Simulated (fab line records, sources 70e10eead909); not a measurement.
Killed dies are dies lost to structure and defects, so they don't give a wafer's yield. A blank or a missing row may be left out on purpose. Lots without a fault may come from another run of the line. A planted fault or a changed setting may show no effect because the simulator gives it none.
Which tool did it? | flow nand_harc | 11 lots, 33 wafers sampled, at 3 steps of a route of 1302

WHAT THE GAUGES READ, wafer by wafer
NHARC_P_CONTACT_CD_MEAS_12: target cd 90 nm.
lot  | measured     | on        | cd_nm (nm)
L911 | day 6 05:11  | cd_sem-03 | 89.8 90.0 90.9
L914 | day 7 08:45  | cd_sem-02 | 89.8 91.0 90.7
L915 | day 8 00:11  | cd_sem-01 | 90.6 89.8 90.1
L917 | day 8 14:10  | cd_sem-03 | 88.8 89.6 89.5
L918 | day 9 07:50  | cd_sem-02 | 89.2 90.4 89.8
L919 | day 9 11:19  | cd_sem-02 | 89.6 89.9 89.8
L921 | day 10 12:09 | cd_sem-01 | 90.0 89.2 89.6
L922 | day 10 18:03 | cd_sem-03 | 97.0 96.8 97.2
L928 | day 13 16:56 | cd_sem-03 | 91.0 90.0 89.9
L932 | day 15 02:20 | cd_sem-03 | 90.4 90.2 90.1
L933 | day 15 13:47 | cd_sem-01 | 89.8 90.5 89.5

WHICH TOOL RAN EACH LOT (tool, then ch and the chambers of the sampled wafers, then the start)
lot  | NHARC_P_GATE_DESCUM_61             | NHARC_P_CONTACT_EXPOSE_09
L911 | rie_diel-06 ch 1,2,3, day 5 22:55  | arfi_scanner-02 ch 0, day 6 05:02
L914 | rie_diel-03 ch 0,2,3, day 7 02:40  | arfi_scanner-02 ch 0, day 7 08:37
L915 | rie_diel-11 ch 1,3, day 7 17:56    | arfi_scanner-01 ch 0, day 8 00:02
L917 | rie_diel-11 ch 0,1,2, day 8 07:55  | arfi_scanner-01 ch 0, day 8 14:01
L918 | rie_diel-11 ch 1,2,3, day 9 00:51  | arfi_scanner-02 ch 0, day 9 07:41
L919 | rie_diel-11 ch 0,1,2, day 9 05:14  | arfi_scanner-01 ch 0, day 9 11:10
L921 | rie_diel-03 ch 0,1, day 10 05:59   | arfi_scanner-02 ch 0, day 10 12:01
L922 | rie_diel-11 ch 0,1,2, day 10 12:04 | arfi_scanner-02 ch 0, day 10 17:55
L928 | rie_diel-06 ch 0,1,2, day 13 10:38 | arfi_scanner-01 ch 0, day 13 16:48
L932 | rie_diel-11 ch 0,2,3, day 14 20:13 | arfi_scanner-02 ch 0, day 15 02:13
L933 | rie_diel-11 ch 0,1,3, day 15 07:35 | arfi_scanner-03 ch 0, day 15 13:40
- NHARC_P_GATE_DESCUM_61: chemistry O2, time 3 s.
- NHARC_P_CONTACT_EXPOSE_09: exposes mask P CA, target cd 90 nm.

THE ANSWER, worked out from the rows above alone
Rule: what is usual is taken from the lots themselves. Put in order of their means at a reading, lots are off if they are a third of the lots or fewer, leave a main group of 4 or more, and stand apart from it by a gap of 3 or more times the standard deviation of the main group's means; of several such gaps the widest counts. A main group whose means are all the same, to the digits that the tables above print for the reading, isn't used. A lot without any number at a reading at which 4 lots or more have one is off too. The other lots that the step has rows for count as sound.
Off: L922, at NHARC_P_CONTACT_CD_MEAS_12 (cd_nm). The main group: mean 90.0 nm, standard deviation 0.35.
A tool fits if, at a process step before that reading, it ran every lot that is off, and no sound lot after the first of them. The gauges at NHARC_P_CONTACT_CD_MEAS_12 are tried like those tools. None of those tried fits.

WHAT THE SIMULATOR HAD PUT IN
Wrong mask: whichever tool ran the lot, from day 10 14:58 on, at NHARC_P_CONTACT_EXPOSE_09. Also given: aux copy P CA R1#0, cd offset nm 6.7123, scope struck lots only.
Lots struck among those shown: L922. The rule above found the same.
